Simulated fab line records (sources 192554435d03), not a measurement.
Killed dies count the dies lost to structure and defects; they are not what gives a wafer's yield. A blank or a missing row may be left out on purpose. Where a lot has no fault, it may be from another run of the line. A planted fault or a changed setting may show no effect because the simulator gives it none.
Chamber matching || flow n5_finfet || N5_BEOL_M9_DESCUM_33 on rie_diel-05: 4 sister chambers
The step chemistry O2, time 7 s. 8 wafers are shown with their chamber, then 7 later ones without.

WAFERS PAIRED WITH THEIR CHAMBERS
{"wafer": "L082.6", "chamber": 0, "drypump_motor_current_A (A)": 6.2, "showerhead_plenum_p_Torr (Torr)": 1.96}
{"wafer": "L084.1", "chamber": 2, "drypump_motor_current_A (A)": 5.0, "showerhead_plenum_p_Torr (Torr)": 2.13}
{"wafer": "L084.6", "chamber": 2, "drypump_motor_current_A (A)": 5.0, "showerhead_plenum_p_Torr (Torr)": 2.14}
{"wafer": "L086.2", "chamber": 1, "drypump_motor_current_A (A)": 5.7, "showerhead_plenum_p_Torr (Torr)": 2.13}
{"wafer": "L086.3", "chamber": 0, "drypump_motor_current_A (A)": 6.1, "showerhead_plenum_p_Torr (Torr)": 1.96}
{"wafer": "L086.4", "chamber": 3, "drypump_motor_current_A (A)": 5.6, "showerhead_plenum_p_Torr (Torr)": 2.17}
{"wafer": "L087.2", "chamber": 3, "drypump_motor_current_A (A)": 5.6, "showerhead_plenum_p_Torr (Torr)": 2.17}
{"wafer": "L087.4", "chamber": 1, "drypump_motor_current_A (A)": 5.7, "showerhead_plenum_p_Torr (Torr)": 2.12}

WAFERS WITHOUT THEIR CHAMBER
{"wafer": "L087.6", "drypump_motor_current_A (A)": 6.2, "showerhead_plenum_p_Torr (Torr)": 1.96}
{"wafer": "L091.2", "drypump_motor_current_A (A)": 5.0, "showerhead_plenum_p_Torr (Torr)": 2.13}
{"wafer": "L091.3", "drypump_motor_current_A (A)": 5.6, "showerhead_plenum_p_Torr (Torr)": 2.17}
{"wafer": "L091.4", "drypump_motor_current_A (A)": 5.7, "showerhead_plenum_p_Torr (Torr)": 2.12}
{"wafer": "L095.1", "drypump_motor_current_A (A)": 5.7, "showerhead_plenum_p_Torr (Torr)": 2.12}
{"wafer": "L095.3", "drypump_motor_current_A (A)": 5.6, "showerhead_plenum_p_Torr (Torr)": 2.16}
{"wafer": "L095.4", "drypump_motor_current_A (A)": 6.1, "showerhead_plenum_p_Torr (Torr)": 2.22}

EACH ONE'S CHAMBER
{"wafer": "L087.6", "from the rows above": 0, "in truth": 0}
{"wafer": "L091.2", "from the rows above": 2, "in truth": 2}
{"wafer": "L091.3", "from the rows above": 3, "in truth": 3}
{"wafer": "L091.4", "from the rows above": 1, "in truth": 1}
{"wafer": "L095.1", "from the rows above": 1, "in truth": 1}
{"wafer": "L095.3", "from the rows above": 3, "in truth": 3}
{"wafer": "L095.4", "from the rows above": 3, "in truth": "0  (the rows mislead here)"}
6 of 7 placed correctly. Number that these rows cannot place: 0. Placed wrongly: 1.
How it was worked out, from the rows above alone: a wafer's distance from a chamber is the root of the sum, over the readings, of the square of ((its reading less the chamber's mean) divided by the reading's scatter). If the next closest chamber is less than 2 further off than the closest, the wafer can't be placed; otherwise it belongs to the closest. The mean given for a chamber averages the wafers shown for that chamber. The scatter: take each reading less its chamber's mean, square it, sum over the shown wafers, divide by the number of wafers less the number of chambers, and take the root.
